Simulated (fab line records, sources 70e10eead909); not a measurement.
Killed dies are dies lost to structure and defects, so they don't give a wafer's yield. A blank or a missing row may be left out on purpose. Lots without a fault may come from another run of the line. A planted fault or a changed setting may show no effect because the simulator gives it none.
Which tool did it? | flow nand_harc | 11 lots, 33 wafers sampled, at 2 steps of a route of 1302

WHAT THE GAUGES READ, wafer by wafer
NHARC_A_ONON_D2_THK_MEAS_34: measures by ellipsometry.
lot  | measured     | on            | thk_nm (nm)
L075 | day 13 14:01 | film_metro-02 | 199.2 199.8 198.3
L077 | day 14 15:20 | film_metro-01 | 196.9 198.2 201.6
L079 | day 15 05:26 | film_metro-02 | 199.9 201.5 197.6
L081 | day 16 00:47 | film_metro-02 | 195.6 197.8 200.8
L083 | day 16 11:36 | film_metro-02 | 198.7 197.6 201.7
L085 | day 17 12:20 | film_metro-02 | 196.9 199.1 204.1
L087 | day 18 23:05 | film_metro-01 | 193.2 195.7 200.8
L089 | day 19 09:34 | film_metro-02 | 197.0 197.1 197.3
L090 | day 20 01:56 | film_metro-02 | 195.6 197.3 204.5
L092 | day 21 10:09 | film_metro-01 | 201.1 200.9 205.7
L096 | day 21 17:03 | film_metro-02 | 195.4 194.1 200.1

WHICH TOOL RAN EACH LOT (tool, then ch and the chambers of the sampled wafers, then the start)
lot  | NHARC_A_DECK1_JOINT_CMP_02
L075 | cmp-01 ch 1,3, day 12 23:43
L077 | cmp-01 ch 0,2,3, day 13 19:43
L079 | cmp-01 ch 1,2,3, day 14 14:31
L081 | cmp-03 ch 2,3, day 15 10:38
L083 | cmp-03 ch 0,1,3, day 15 21:40
L085 | cmp-03 ch 0,1,3, day 16 22:53
L087 | cmp-02 ch 0,1,3, day 18 08:47
L089 | cmp-03 ch 0,2,3, day 18 17:47
L090 | cmp-03 ch 0,1,2, day 19 12:20
L092 | cmp-01 ch 0,2,3, day 20 20:10
L096 | cmp-02 ch 0,3, day 21 02:38
- NHARC_A_DECK1_JOINT_CMP_02: polishes SiOx.

THE ANSWER, worked out from the rows above alone
Rule: what is usual is taken from the lots themselves. Put in order of their means at a reading, lots are off if they are a third of the lots or fewer, leave a main group of 4 or more, and stand apart from it by a gap of 3 or more times the standard deviation of the main group's means; of several such gaps the widest counts. A main group whose means are all the same, to the digits that the tables above print for the reading, isn't used. A lot without any number at a reading at which 4 lots or more have one is off too. The other lots that the step has rows for count as sound.
No lot is off at any reading shown: from this, nothing can be told.

WHAT THE SIMULATOR HAD PUT IN
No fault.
